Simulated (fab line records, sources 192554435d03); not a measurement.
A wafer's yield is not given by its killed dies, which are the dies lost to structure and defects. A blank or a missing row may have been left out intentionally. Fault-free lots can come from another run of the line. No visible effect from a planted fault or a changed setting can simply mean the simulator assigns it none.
Matching of chambers / flow n5-finfet / N5_BEOL_M5_CO_CAP_78 on cvd-co-02 has 3 sister chambers
The step material Co, precursor CCTBA/H2, target thk 2 nm, time 102.1 s. 6 wafers are shown with their chamber, then 11 later ones without.

EACH WAFER AND ITS CHAMBER
wafer=L082.1; chamber=1; heater-power-outer-w (W)=108; heater-power-w (W)=214
wafer=L085.6; chamber=2; heater-power-outer-w (W)=132; heater-power-w (W)=251
wafer=L087.1; chamber=1; heater-power-outer-w (W)=109; heater-power-w (W)=224
wafer=L087.3; chamber=0; heater-power-outer-w (W)=121; heater-power-w (W)=239
wafer=L087.5; chamber=0; heater-power-outer-w (W)=122; heater-power-w (W)=239
wafer=L086.1; chamber=2; heater-power-outer-w (W)=134; heater-power-w (W)=246

WAFERS WHOSE CHAMBER IS MISSING
wafer=L086.2; heater-power-outer-w (W)=121; heater-power-w (W)=243
wafer=L086.3; heater-power-outer-w (W)=105; heater-power-w (W)=226
wafer=L089.1; heater-power-outer-w (W)=119; heater-power-w (W)=240
wafer=L089.2; heater-power-outer-w (W)=135; heater-power-w (W)=250
wafer=L089.5; heater-power-outer-w (W)=121; heater-power-w (W)=234
wafer=L092.2; heater-power-outer-w (W)=139; heater-power-w (W)=242
wafer=L092.3; heater-power-outer-w (W)=108; heater-power-w (W)=217
wafer=L092.5; heater-power-outer-w (W)=109; heater-power-w (W)=214
wafer=L097.1; heater-power-outer-w (W)=120; heater-power-w (W)=242
wafer=L097.2; heater-power-outer-w (W)=138; heater-power-w (W)=246
wafer=L097.3; heater-power-outer-w (W)=109; heater-power-w (W)=213

CHAMBER TAKEN BY EACH
wafer=L086.2; from the rows above=0; in truth=0
wafer=L086.3; from the rows above=1; in truth=1
wafer=L089.1; from the rows above=0; in truth=0
wafer=L089.2; from the rows above=2; in truth=2
wafer=L089.5; from the rows above=0; in truth=0
wafer=L092.2; from the rows above=2; in truth=2
wafer=L092.3; from the rows above=1; in truth=1
wafer=L092.5; from the rows above=1; in truth=1
wafer=L097.1; from the rows above=0; in truth=0
wafer=L097.2; from the rows above=2; in truth=2
wafer=L097.3; from the rows above=1; in truth=1
11 of 11 placed correctly. Not placeable from these rows: 0. Wrongly placed: 0.
How it was worked out, from the rows above alone: a wafer's distance from a chamber is the root of the sum, over the readings, of the square of ((its reading less the chamber's mean) divided by the reading's scatter). If the next closest chamber is less than 2 further off than the closest, the wafer can't be placed; otherwise it belongs to the closest. For every chamber, the mean is computed from those of its wafers that are shown. The scatter: take each reading less its chamber's mean, square it, sum over the shown wafers, divide by the number of wafers less the number of chambers, and take the root.
